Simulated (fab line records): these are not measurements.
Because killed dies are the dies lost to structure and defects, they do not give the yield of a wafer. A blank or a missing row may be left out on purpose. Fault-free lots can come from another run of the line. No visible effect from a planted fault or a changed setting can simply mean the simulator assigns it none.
Chamber matching / flow nand harc / NHARC_A_STAIRCASE_DEP_156 on pecvd-04 has 3 sister chambers
The step deposits SiNx, target thk 50 nm. 3 wafers are shown with their chamber, then 10 later ones without.

EACH WAFER AND ITS CHAMBER
wafer=L087.6; chamber=2; heater power w (W)=580
wafer=L089.3; chamber=0; heater power w (W)=600
wafer=L089.4; chamber=1; heater power w (W)=733

WAFERS WITHOUT THEIR CHAMBER
wafer=L089.6; heater power w (W)=558
wafer=L091.1; heater power w (W)=544
wafer=L091.3; heater power w (W)=756
wafer=L091.6; heater power w (W)=741
wafer=L094.2; heater power w (W)=587
wafer=L094.3; heater power w (W)=721
wafer=L094.6; heater power w (W)=631
wafer=L096.3; heater power w (W)=750
wafer=L096.4; heater power w (W)=720
wafer=L096.6; heater power w (W)=756

CHAMBER TAKEN BY EACH
wafer=L089.6; from the rows above=can't be placed: 2 or 0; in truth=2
wafer=L091.1; from the rows above=can't be placed: 2 or 0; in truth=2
wafer=L091.3; from the rows above=1; in truth=1
wafer=L091.6; from the rows above=1; in truth=1
wafer=L094.2; from the rows above=can't be placed: 2 or 0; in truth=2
wafer=L094.3; from the rows above=1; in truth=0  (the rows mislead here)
wafer=L094.6; from the rows above=can't be placed: 0 or 2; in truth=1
wafer=L096.3; from the rows above=1; in truth=1
wafer=L096.4; from the rows above=1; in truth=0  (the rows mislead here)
wafer=L096.6; from the rows above=1; in truth=1
Correctly placed: 4 of 10. From these rows, 4 cannot be placed; in 3 the true chamber is one of the candidates. 2 placed wrongly.
How it was worked out, from the rows above alone: a wafer's distance from a chamber is the root of the sum, over the readings, of the square of ((its reading less the chamber's mean) divided by the reading's scatter). If the next closest chamber is less than 2 further off than the closest, the wafer can't be placed; otherwise it belongs to the closest. A chamber's mean is the mean of its shown wafers. The scatter: with one shown wafer a chamber, the root of the mean of the squares of how far each hidden wafer lies from its nearest shown one.
